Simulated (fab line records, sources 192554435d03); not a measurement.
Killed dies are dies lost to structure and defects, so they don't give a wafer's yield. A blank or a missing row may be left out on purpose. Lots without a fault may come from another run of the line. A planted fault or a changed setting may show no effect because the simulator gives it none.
Problem report in the 8D (eight disciplines) form, filled by code | flow n5_finfet | the parts of the form that need people (team, actions taken, sign-off) are left out

1. THE PROBLEM
killed_at_M0_to_M3 at N5_PASSIVATION_PROBE_49 reads a mean of 152 on 2 wafers of 1 lot; wafers without a fault read 36 with a standard deviation of 10. That is +12 standard deviations from the usual mean.
First seen on wafer L777.2, day 21 08:43, on prober-02. The record holds 3 wafers of 1 lot with a number at this step. Rule for "out", or "out of limits": more than 4 standard deviations from the usual mean. The other wafers with a number count as sound.

2. WHAT IT IS AND WHAT IT IS NOT
question                    | is                                                                                                      | is not
which readings at this step | killed_at_M0_to_M3, defect_limited_yield, killed_dies, sort_bin_5_function, sort_n_pass, sort_yield_pct | killed_at_M4_up, killed_at_contacts, killed_at_front_end, killed_at_other, killed_open, killed_short, sort_bin_4_leakage, sort_bin_8_speed
which lots                  | L777                                                                                                    | -
which wafers of those lots  | L777.2, L777.5                                                                                          | L777.4
read on which tools         | prober-02                                                                                               | -
when                        | from day 21 08:43                                                                                       | up to then (0 sound wafers); but 1 sound wafer of L777 came after

3. SUSPECTS, AND WHAT RULES EACH OUT
Counting: a tool at a process step up to the reading stays a suspect if it ran every lot that is out. Sound lots after the first of them don't rule it out here, since some wafers of a struck lot are sound.
- rie_diel-06 at N5_BEOL_M3_ETCH_69 (etches SiARC in CF4, target depth 15.6 nm, time 26 s): kept. It ran the lot that is out, L777 (day 13 09:16).
- pvd_sputter-03 at N5_PASSIVATION_AL_DEP_21 (deposits Al, target thk 2800 nm, time 170 s): kept. It ran the lot that is out, L777 (day 21 03:19).
- prober-02 at N5_PASSIVATION_PROBE_49: kept. It ran the lot that is out, L777 (day 21 08:43). Its own readings are out on those wafers: defect_limited_yield, killed_at_M0_to_M3, killed_dies, sort_bin_5_function, sort_n_pass, sort_yield_pct.
- Within rie_diel-06 at N5_BEOL_M3_ETCH_69: the wafers that are out ran in chamber 2; their sound lot-mates ran in chamber 3.
Left after counting: rie_diel-06 at N5_BEOL_M3_ETCH_69, pvd_sputter-03 at N5_PASSIVATION_AL_DEP_21, prober-02 at N5_PASSIVATION_PROBE_49.

4. THE CAUSE (what the simulator had put in)
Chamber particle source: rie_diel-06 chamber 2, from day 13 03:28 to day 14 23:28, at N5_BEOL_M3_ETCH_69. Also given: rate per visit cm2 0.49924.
Counting left 3 suspects, and this tool is among them.

5. THE CHAIN OF EFFECTS, in route order
Each row: a reading whose mean over the struck wafers that have a number lies more than 3 standard deviations from the usual. Only readings for which the record gives a usual standard deviation are gone through. hours: the time from each lot's start at the first step in this table that gives one to its start at this step, as a median over the lots. sigmas: the change in usual standard deviations.
hours | step                    | reading              | usual  | on struck wafers | change | sigmas
0     | N5_PASSIVATION_PROBE_49 | defect_limited_yield | 91.2 % | 82.6             | -8.6   | -5.7
0     | N5_PASSIVATION_PROBE_49 | killed_at_M0_to_M3   | 36     | 152              | +116   | +12
0     | N5_PASSIVATION_PROBE_49 | killed_dies          | 104    | 206              | +102   | +5.6
0     | N5_PASSIVATION_PROBE_49 | sort_bin_5_function  | 5.2 %  | 11.4             | +6.2   | +6.2
0     | N5_PASSIVATION_PROBE_49 | sort_n_pass          | 1076   | 974              | -102   | -5.6
0     | N5_PASSIVATION_PROBE_49 | sort_yield_pct       | 91.2 % | 82.6             | -8.6   | -5.7
The process steps in it:
- N5_PASSIVATION_PROBE_49

6. WHAT WOULD HAVE CAUGHT IT SOONER
In this record the first reading out of limits was taken at day 21 08:43, 197 hours after the fault began at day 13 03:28.
Of the tool readings at N5_BEOL_M3_ETCH_69 for which the record gives a usual standard deviation, none was out on any struck wafer, so an alarm limit of 4 standard deviations on them would not have fired.
All the lots that are out (1) had begun N5_BEOL_M3_ETCH_69 on rie_diel-06 by day 21 08:43. A hold on the tool at that time would have spared none of them.
